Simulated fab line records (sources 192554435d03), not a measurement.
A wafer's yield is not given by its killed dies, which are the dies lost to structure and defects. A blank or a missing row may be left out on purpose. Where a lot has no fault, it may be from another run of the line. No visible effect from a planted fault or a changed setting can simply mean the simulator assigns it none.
Comparing a struck lot with a sound one || flow n5_finfet || 16 out of 1938 route steps
Sound: wafers L464.2, L464.3, L464.5. Struck: wafers L473.1, L473.4 (left out: L473.2, a lot-mate that was not struck); the cause follows at the end.
At each step with rows: each side's tool, then ch and its chambers, then its first start. Under that, the readings that differ: sound wafers || struck wafers || difference of the means || sigmas: that difference in standard deviations of wafers without a fault.
alike: same words and numbers on both sides, and readings whose means sit less than 2 such deviations apart. not compared: any withheld reading, any reading some wafer has no value for, any bound like >300 that may hide the same value, and any number with overlapping values for which the record gives no deviation.
A row with sigmas, a row that says differs or no value, or rows on one side alone: a step with any of these is where the two part. Numbers that have no deviation but don't overlap get no sigmas and don't part them. A reading missing from all wafers of one side parts the sides only when that side holds two or more wafers.

first, 8 steps without rows for these wafers: N5_GATE_CUT_COAT_35 (time 60 s, resist thk 10 nm); N5_GATE_CUT_COAT_27 (time 60 s, resist thk 10 nm); N5_GATE_CUT_COAT_07 (resist thk 30 nm); N5_GATE_CUT_EBR_09; N5_GATE_CUT_SOFTBAKE_08 (time 60 s); N5_GATE_CUT_EXPOSE_10 (exposes mask GATE CUT, target cd 20 nm); N5_GATE_CUT_PEB_11 (peb time 60 s); N5_GATE_CUT_DEVELOP_12 (develop time 30 s).
N5_GATE_CUT_CD_MEAS_13: the cd target is 20 nm.
  sound on cd_sem-01 ch 0, day 5 08:59; struck on cd_sem-03 ch 0, day 8 03:17
  alike: cd_nm
N5_GATE_CUT_OVL_MEAS_14:
  sound on overlay-01 ch 0, day 5 09:02; struck on overlay-02 ch 0, day 8 03:19
  alike: GATE_CUT_OVL
N5_GATE_CUT_INSPECT_15: inspects for defects (brightfield).
  sound: defect_inspect-01 at day 5 09:05; struck: defect_inspect-01 at day 8 03:23
  alike: raw_defect_count
N5_GATE_CUT_DESCUM_18: chemistry O2, time 7 s.
  sound on rie_diel-05 ch 1,3, day 5 09:07; struck on rie_diel-05 ch 0,2, day 8 03:32
  alike: drypump_motor_current_A, oes_product_au, rf_vpp_V, showerhead_plenum_p_Torr, throttle_valve_pct
  not compared: rf_hours_counter_h
N5_GATE_CUT_ETCH_28: etches underlayer in N2/H2, target depth 13 nm, time 10.4 s.
  sound on rie_diel-05 ch 1,3, day 5 09:09; struck on rie_diel-05 ch 0,2, day 8 03:35
{"reading": "etch_rf_on_time_s (s)", "sound": "10.80 10.69 10.64", "struck": "12.59 12.91", "difference": "+2.04", "sigmas": "+8"}
  alike: drypump_motor_current_A, oes_product_au, rf_vpp_V, showerhead_plenum_p_Torr, throttle_valve_pct
  not compared: rf_hours_counter_h
N5_GATE_CUT_ETCH_36: etches SiARC in CF4, target depth 13 nm, time 21.7 s.
  sound on rie_diel-05 ch 1,3, day 5 09:10; struck on rie_diel-05 ch 0,2, day 8 03:36
  alike: drypump_motor_current_A, etch_rf_on_time_s, oes_product_au, rf_vpp_V, showerhead_plenum_p_Torr, throttle_valve_pct
  not compared: rf_hours_counter_h
-- here the record skips 4 days between the struck wafers' starts before and after, leaving off in module GATE_CUT and picking up in module BEOL_M4 (first step shown: number 1111 of the route) --
N5_BEOL_M4_RC_MEAS_101:
  sound on prober-01 ch 0, day 8 23:53; struck on prober-01 ch 0, day 12 02:25
  alike: DIBL_N, DIBL_P, IOFF_N, IOFF_P, ION_N, ION_P, SS_N, SS_P, VT_N, VT_P
then, 1 step without rows for these wafers: N5_PASSIVATION_PROBE_49.

## WHERE THEY PART
N5_GATE_CUT_ETCH_28 only, going by this record. Later steps at which nothing parts them and some readings are alike: N5_GATE_CUT_ETCH_36, N5_BEOL_M4_RC_MEAS_101.

WHY: what the simulator had put in
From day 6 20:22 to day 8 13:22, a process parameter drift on rie_diel-05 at N5_GATE_CUT_ETCH_28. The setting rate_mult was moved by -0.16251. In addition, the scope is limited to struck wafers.
